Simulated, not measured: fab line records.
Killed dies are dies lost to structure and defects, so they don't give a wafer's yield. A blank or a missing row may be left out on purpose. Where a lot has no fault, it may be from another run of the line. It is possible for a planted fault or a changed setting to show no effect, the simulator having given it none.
Matching of chambers :: flow n5_finfet :: N5_BEOL_M8_ETCH_65 on rie_diel-06 has 4 sister chambers
The step etches SiARC in CF4, target depth 15.6 nm, time 26 s. 20 wafers are shown with their chamber, then 10 later ones without.

## EACH WAFER AND ITS CHAMBER
wafer: L075.3
chamber: 2
drypump_motor_current_A (A): 6.8
throttle_valve_pct (%): 16.13
showerhead_plenum_p_Torr (Torr): 2.13

wafer: L075.5
chamber: 3
drypump_motor_current_A (A): 5.4
throttle_valve_pct (%): 15.45
showerhead_plenum_p_Torr (Torr): 2.16

wafer: L075.6
chamber: 2
drypump_motor_current_A (A): 6.8
throttle_valve_pct (%): 16.14
showerhead_plenum_p_Torr (Torr): 2.13

wafer: L077.1
chamber: 0
drypump_motor_current_A (A): 5.8
throttle_valve_pct (%): 15.75
showerhead_plenum_p_Torr (Torr): 2.14

wafer: L077.5
chamber: 0
drypump_motor_current_A (A): 5.8
throttle_valve_pct (%): 15.75
showerhead_plenum_p_Torr (Torr): 2.14

wafer: L077.6
chamber: 1
drypump_motor_current_A (A): 5.8
throttle_valve_pct (%): 15.87
showerhead_plenum_p_Torr (Torr): 2.07

wafer: L082.2
chamber: 2
drypump_motor_current_A (A): 6.8
throttle_valve_pct (%): 16.16
showerhead_plenum_p_Torr (Torr): 2.12

wafer: L082.4
chamber: 3
drypump_motor_current_A (A): 5.4
throttle_valve_pct (%): 15.52
showerhead_plenum_p_Torr (Torr): 2.15

wafer: L082.5
chamber: 1
drypump_motor_current_A (A): 5.8
throttle_valve_pct (%): 15.89
showerhead_plenum_p_Torr (Torr): 2.07

wafer: L087.3
chamber: 0
drypump_motor_current_A (A): 5.8
throttle_valve_pct (%): 15.78
showerhead_plenum_p_Torr (Torr): 2.14

wafer: L087.5
chamber: 2
drypump_motor_current_A (A): 6.8
throttle_valve_pct (%): 16.16
showerhead_plenum_p_Torr (Torr): 2.12

wafer: L087.6
chamber: 3
drypump_motor_current_A (A): 5.4
throttle_valve_pct (%): 15.49
showerhead_plenum_p_Torr (Torr): 2.15

wafer: L085.2
chamber: 1
drypump_motor_current_A (A): 5.8
throttle_valve_pct (%): 15.89
showerhead_plenum_p_Torr (Torr): 2.07

wafer: L085.5
chamber: 0
drypump_motor_current_A (A): 5.7
throttle_valve_pct (%): 15.78
showerhead_plenum_p_Torr (Torr): 2.13

wafer: L085.6
chamber: 3
drypump_motor_current_A (A): 5.4
throttle_valve_pct (%): 15.51
showerhead_plenum_p_Torr (Torr): 2.15

wafer: L086.1
chamber: 0
drypump_motor_current_A (A): 5.8
throttle_valve_pct (%): 15.78
showerhead_plenum_p_Torr (Torr): 2.13

wafer: L086.3
chamber: 3
drypump_motor_current_A (A): 5.4
throttle_valve_pct (%): 15.51
showerhead_plenum_p_Torr (Torr): 2.15

wafer: L086.4
chamber: 1
drypump_motor_current_A (A): 5.8
throttle_valve_pct (%): 15.89
showerhead_plenum_p_Torr (Torr): 2.07

wafer: L088.1
chamber: 2
drypump_motor_current_A (A): 6.8
throttle_valve_pct (%): 16.19
showerhead_plenum_p_Torr (Torr): 2.12

wafer: L088.2
chamber: 0
drypump_motor_current_A (A): 5.7
throttle_valve_pct (%): 15.79
showerhead_plenum_p_Torr (Torr): 2.13

SIGNATURES, as means of the wafers listed above
reading: drypump_motor_current_A
chamber 0: 5.767
chamber 1: 5.800
chamber 2: 6.800
chamber 3: 5.400
scatter within a chamber: 0.0289

reading: throttle_valve_pct
chamber 0: 15.7717
chamber 1: 15.8850
chamber 2: 16.1560
chamber 3: 15.4960
scatter within a chamber: 0.021

reading: showerhead_plenum_p_Torr
chamber 0: 2.1350
chamber 1: 2.0700
chamber 2: 2.1240
chamber 3: 2.1520
scatter within a chamber: 0.00468
Rule: a wafer's distance from a chamber is the root of the sum, over the readings, of the square of ((its reading less the chamber's mean) divided by the reading's scatter). If the next closest chamber is less than 2 further off than the closest, the wafer can't be placed; otherwise it belongs to the closest. The scatter is the square root of a quotient: the sum, over the shown wafers, of each reading's squared deviation from its chamber's mean, divided by wafers minus chambers.

## WAFERS WITH NO CHAMBER GIVEN
wafer: L088.3
drypump_motor_current_A (A): 5.4
throttle_valve_pct (%): 15.51
showerhead_plenum_p_Torr (Torr): 2.15

wafer: L092.1
drypump_motor_current_A (A): 5.7
throttle_valve_pct (%): 15.80
showerhead_plenum_p_Torr (Torr): 2.13

wafer: L092.4
drypump_motor_current_A (A): 5.7
throttle_valve_pct (%): 15.91
showerhead_plenum_p_Torr (Torr): 2.06

wafer: L092.5
drypump_motor_current_A (A): 5.8
throttle_valve_pct (%): 15.91
showerhead_plenum_p_Torr (Torr): 2.06

wafer: L096.1
drypump_motor_current_A (A): 6.8
throttle_valve_pct (%): 16.20
showerhead_plenum_p_Torr (Torr): 2.12

wafer: L096.3
drypump_motor_current_A (A): 5.8
throttle_valve_pct (%): 15.92
showerhead_plenum_p_Torr (Torr): 2.06

wafer: L096.5
drypump_motor_current_A (A): 5.8
throttle_valve_pct (%): 15.81
showerhead_plenum_p_Torr (Torr): 2.13

wafer: L095.3
drypump_motor_current_A (A): 6.8
throttle_valve_pct (%): 16.24
showerhead_plenum_p_Torr (Torr): 2.12

wafer: L095.5
drypump_motor_current_A (A): 6.8
throttle_valve_pct (%): 16.23
showerhead_plenum_p_Torr (Torr): 2.12

wafer: L095.6
drypump_motor_current_A (A): 5.7
throttle_valve_pct (%): 15.93
showerhead_plenum_p_Torr (Torr): 2.06

## EACH ONE'S CHAMBER
wafer: L088.3
from the rows above: 3
in truth: 3

wafer: L092.1
from the rows above: 0
in truth: 0

wafer: L092.4
from the rows above: 1
in truth: 1

wafer: L092.5
from the rows above: 1
in truth: 1

wafer: L096.1
from the rows above: 2
in truth: 2

wafer: L096.3
from the rows above: 1
in truth: 1

wafer: L096.5
from the rows above: 0
in truth: 0

wafer: L095.3
from the rows above: 2
in truth: 2

wafer: L095.5
from the rows above: 2
in truth: 2

wafer: L095.6
from the rows above: 1
in truth: 1
Correctly placed: 10 of 10. Number that these rows cannot place: 0. Placed wrongly: 0.
